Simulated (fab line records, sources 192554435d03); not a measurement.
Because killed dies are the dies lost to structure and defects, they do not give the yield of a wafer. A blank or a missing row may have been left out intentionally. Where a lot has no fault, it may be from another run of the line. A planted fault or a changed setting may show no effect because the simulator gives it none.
Lot-split experiment	flow n5-finfet	7 lots, 21 wafers read, on a route of 1938 steps

ON THE SPLIT
At N5_BEOL_M10_ETCH_62 (etches SOC in N2/H2, target depth 110 nm, overetch 22 nm, time 165 s), the setting time-s was moved away from the recipe's 165 s on 8 of the 21 wafers read, by -22.5% to +17.6%. This setting was run at the recipe's value on the other wafers.

FROM THE SPLIT TO THE READING: what the file shows between them, 2 steps
- N5_BEOL_M10_STRIP_68: strips in N2/H2
- N5_BEOL_M10_STRIP_67: strips in CF4

THE READING
etch.depth-nm (the simulator's own value, which no gauge read), in nm, at N5_BEOL_M10_HM_OPEN_17 (chemistry Cl2/BCl3, target TiN, target depth 20 nm, overetch 6 nm). There is no usual value for it anywhere in the file. Average 19.95 nm, standard deviation 0.23 nm, over the 13 wafers here run with the recipe.

wafer	tool, chamber at the split	time-s as run, s	against the recipe	etch.depth-nm, nm	against lot-mates on the recipe
L078.2	rie-diel-01, 0,2,1	165	recipe	19.95	-
L078.4	rie-diel-01, 0,2,1	165	recipe	19.73	-
L078.5	rie-diel-01, 0,2,1	165	recipe	19.88	-
L087.2	rie-diel-02, 0	194	+17.6%	17.4	-3.00
L087.5	rie-diel-02, 1,2	165	recipe	20.51	-
L087.6	rie-diel-02, 1,2	165	recipe	20.28	-
L088.1	rie-diel-01, 0,2	182.2	+10.4%	18.11	-1.48
L088.2	rie-diel-01, 0,2	182.2	+10.4%	18.23	-1.36
L088.6	rie-diel-01, 1	165	recipe	19.59	-
L090.2	rie-diel-06, 1,0,1	165	recipe	19.96	-
L090.3	rie-diel-06, 1,0,1	165	recipe	19.83	-
L090.5	rie-diel-06, 1,0,1	165	recipe	19.88	-
L095.2	rie-diel-02, 2,0	165	recipe	19.94	-
L095.3	rie-diel-02, 3	176.3	+6.8%	18.5	-1.34
L095.5	rie-diel-02, 2,0	165	recipe	19.73	-
L096.1	rie-diel-02, 1,3,3	127.9	-22.5%	19.87	no lot-mate on the recipe
L096.2	rie-diel-02, 1,3,3	127.9	-22.5%	19.7	no lot-mate on the recipe
L096.6	rie-diel-02, 1,3,3	127.9	-22.5%	19.92	no lot-mate on the recipe
L097.3	rie-diel-01, 2,0	165	recipe	19.95	-
L097.4	rie-diel-01, 2,0	165	recipe	20.1	-
L097.5	rie-diel-01, 3	184.7	+11.9%	17.81	-2.21
Rows listing several chambers each stand for several wafers; the file does not say which wafer went through which chamber.

THE FIT
A straight line over all 21 wafers: etch.depth-nm changes by -0.0513 nm for each +1% of time-s; r = -0.62; the points scatter about the line by 0.71 nm.
The same after taking each lot's own level away (the mean of its wafers on the recipe; 18 wafers): -0.165 nm for each +1%; r = -0.99; scatter 0.16 nm.
The reading moves by 3.7 nm for the largest change in time-s, on that fit.
The lots' own levels span 19.590 to 20.395 nm, that is 3.5 times the standard deviation above.
So the lot-to-lot level blurs the effect unless lot-mates are compared.
Check: with one of the wafers moved furthest among these (+17.6%) left out of the fit, the line predicts -2.81 nm for it against its lot-mates. Against them it came out at -3 nm.

ADDITIONAL SPLITS CARRIED BY THESE WAFERS
Note: prior to the reading, these wafers also went through further splits. Each is held against what the fit with the lots' levels taken away leaves over:
other split on the same wafers	wafers away from the commonest value	r with etch.depth-nm (lot level and that fit taken away)
N5_BEOL_M7_DESCUM_33 time-s	8	+0.07
N5_BEOL_M7_TRENCH_ETCH_37 source-w	6	+0.46
N5_BEOL_M8_COAT_60 spin-rpm	6	+0.11
N5_BEOL_M9_ILD_DEP_00 time-s	6	+0.12

FILE'S OWN FIT
etch.depth-nm changes by -0.17 nm for each +1% of time-s, r = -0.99.
